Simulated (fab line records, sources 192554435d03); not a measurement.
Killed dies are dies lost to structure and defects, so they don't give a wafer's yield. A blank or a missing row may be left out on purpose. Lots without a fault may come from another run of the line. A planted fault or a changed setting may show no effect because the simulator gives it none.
Chamber matching | flow n5_finfet | N5_BEOL_M1_ETCH_77 on rie_diel-01: 4 sister chambers
The step etches underlayer in N2/H2, target depth 6.5 nm, time 5.2 s. 18 wafers are shown with their chamber, then 9 later ones without.

WAFERS WITH THEIR CHAMBER
wafer  | chamber | drypump_motor_current_A (A) | showerhead_plenum_p_Torr (Torr) | throttle_valve_pct (%)
L074.1 | 2       | 5.70                        | 2.53                            | 18.05
L074.2 | 1       | 5.59                        | 2.64                            | 17.94
L074.3 | 3       | 5.68                        | 2.47                            | 17.67
L075.1 | 2       | 5.70                        | 2.53                            | 18.03
L075.4 | 0       | 5.08                        | 2.58                            | 17.93
L075.5 | 3       | 5.67                        | 2.46                            | 17.68
L076.1 | 2       | 5.67                        | 2.53                            | 18.03
L076.5 | 2       | 5.68                        | 2.53                            | 18.06
L076.6 | 3       | 5.66                        | 2.46                            | 17.67
L078.2 | 0       | 5.07                        | 2.58                            | 17.91
L078.5 | 1       | 5.56                        | 2.64                            | 17.97
L078.6 | 2       | 5.69                        | 2.53                            | 18.04
L080.1 | 0       | 5.08                        | 2.57                            | 17.94
L080.2 | 3       | 5.67                        | 2.46                            | 17.69
L080.6 | 2       | 5.69                        | 2.52                            | 18.05
L086.1 | 3       | 5.70                        | 2.46                            | 17.70
L086.4 | 0       | 5.07                        | 2.57                            | 17.93
L086.5 | 3       | 5.69                        | 2.46                            | 17.71

SIGNATURES (means of the wafers above)
reading                  | chamber 0 | chamber 1 | chamber 2 | chamber 3 | scatter within a chamber
drypump_motor_current_A  | 5.0750    | 5.5750    | 5.6883    | 5.6783    | 0.0129
showerhead_plenum_p_Torr | 2.5750    | 2.6400    | 2.5283    | 2.4617    | 0.00436
throttle_valve_pct       | 17.9275   | 17.9550   | 18.0433   | 17.6867   | 0.0146
Rule: a wafer's distance from a chamber is the root of the sum, over the readings, of the square of ((its reading less the chamber's mean) divided by the reading's scatter). The wafer belongs to the nearest chamber; if the next one is less than 2 further off, it can't be placed. The scatter: the root of (the sum of the squares of (reading less its chamber's mean) over the shown wafers, divided by (wafers less chambers)).

WAFERS WITHOUT THEIR CHAMBER
wafer  | drypump_motor_current_A (A) | showerhead_plenum_p_Torr (Torr) | throttle_valve_pct (%)
L089.1 | 5.67                        | 2.45                            | 17.73
L089.2 | 5.69                        | 2.52                            | 18.08
L089.5 | 5.65                        | 2.45                            | 17.73
L092.1 | 5.67                        | 2.45                            | 17.74
L092.3 | 5.69                        | 2.51                            | 18.09
L092.5 | 5.66                        | 2.45                            | 17.71
L097.2 | 5.05                        | 2.56                            | 17.95
L097.4 | 5.66                        | 2.45                            | 17.74
L097.6 | 5.07                        | 2.56                            | 17.98

WHICH CHAMBER EACH WENT THROUGH
wafer  | from the rows above | in truth
L089.1 | 3                   | 3
L089.2 | 2                   | 2
L089.5 | 3                   | 3
L092.1 | 3                   | 3
L092.3 | 2                   | 2
L092.5 | 3                   | 3
L097.2 | 0                   | 0
L097.4 | 3                   | 3
L097.6 | 0                   | 0
Placed correctly: 9 of 9. Can't be placed from these rows: 0. Placed wrongly: 0.
